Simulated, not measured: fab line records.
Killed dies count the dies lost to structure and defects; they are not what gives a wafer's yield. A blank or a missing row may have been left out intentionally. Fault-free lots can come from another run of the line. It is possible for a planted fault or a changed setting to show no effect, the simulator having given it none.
A lot that was struck, set against a sound lot ; flow nand_harc ; 16 out of 1159 route steps
Sound: these wafers, L954.1, L954.2, L954.5. Wafers L963.2, L963.3, L963.5 were the ones struck. The cause is named last.
At each step with rows: each side's tool, then ch and its chambers, then its first start. Under that, the readings that differ: sound wafers ; struck wafers ; difference of the means ; sigmas: that difference in standard deviations of wafers without a fault.
alike: same words and numbers on both sides, and readings whose means sit less than 2 such deviations apart. not compared: any withheld reading, any reading some wafer has no value for, any bound like >300 that may hide the same value, and any number with overlapping values for which the record gives no deviation.
A row with sigmas, a row that says differs or no value, or rows on one side alone: a step with any of these is where the two part. When numbers do not overlap yet have no deviation, they are printed without sigmas and do not part them. Lack of a reading on every wafer of one side parts them only where that side has two or more wafers.

NHARC_P_M2_PRE_CLEAN_30: time 30 s.
  sound on pvd_sputter-02; struck on pvd_sputter-03
  alike: heater_power_w
  not compared: susceptor_temp_C
NHARC_P_M2_PVD_20: deposits TaN, target thk 5 nm, time 8.06 s.
  sound on pvd_sputter-02; struck on pvd_sputter-03
  alike: throttle_valve_pct
NHARC_P_M2_PVD_21: deposits Cu, target thk 30 nm, time 20.49 s.
  sound on pvd_sputter-02; struck on pvd_sputter-03
  alike: throttle_valve_pct
then, 1 step without rows for these wafers: NHARC_P_M2_ECD_22 (material Cu, target thk 400 nm).
NHARC_P_M2_ANNEAL_31: time 90 s.
  sound on rtp_anneal-01 ch 0, day 6 22:17; struck on rtp_anneal-02 ch 0, day 9 13:20
  alike: wafer_temp_C_max
then, 1 step without rows for these wafers: NHARC_P_M2_CMP_23 (polishes, t overpolish 20 s, target thk 144.3 nm).
NHARC_P_M2_THK_MEAS_24: measures by xrf.
  struck on film_metro-02, day 9 13:56; sound on film_metro-01, day 6 22:58
  alike: thk_nm
following that, these wafers have no rows for 1 step: NHARC_P_M2_SRD_25.
NHARC_P_M2_INSPECT_27:
  struck on defect_inspect-02, day 9 14:05; sound on defect_inspect-02, day 6 23:07
reading;sound;struck;difference;sigmas
raw_defect_count;664 364 448;297 209 249;-240;-2
then, 1 step without rows for these wafers: NHARC_P_M2_PRE_CLEAN_32 (time 12 s).
NHARC_P_M2_DEP_33: deposits SiCN, target thk 30 nm.
  sound on pecvd-02 ch 0,1,2, day 6 23:25; struck on pecvd-02 ch 0,1,2, day 9 14:17
  alike: heater_power_w, susceptor_temp_C
NHARC_P_BONDPAD_DEP_00: deposits SiCN, target thk 250 nm.
  sound on pecvd-04 ch 0,2, day 6 23:52; struck on pecvd-02 ch 0,1, day 9 15:12
  alike: heater_power_w, susceptor_temp_C
then, 1 step without rows for these wafers: NHARC_P_BONDPAD_CMP_32 (polishes SiCN, target thk 200 nm).
NHARC_P_BONDPAD_THK_MEAS_33: measures by ellipsometry.
  struck on film_metro-02, day 9 15:57; sound on film_metro-02, day 7 00:29
reading;sound;struck;difference;sigmas
thk_nm (nm);196.6 199.9 199.2;190.4 210.4 208.8;+4.6;+3
then, 2 steps without rows for these wafers: NHARC_P_BONDPAD_SRD_34; NHARC_END_SORT_01.

== WHERE THEY PART ==
Last at NHARC_P_BONDPAD_THK_MEAS_33 as far as this record goes, first at NHARC_P_M2_INSPECT_27.

WHY: what had been put in by the simulator
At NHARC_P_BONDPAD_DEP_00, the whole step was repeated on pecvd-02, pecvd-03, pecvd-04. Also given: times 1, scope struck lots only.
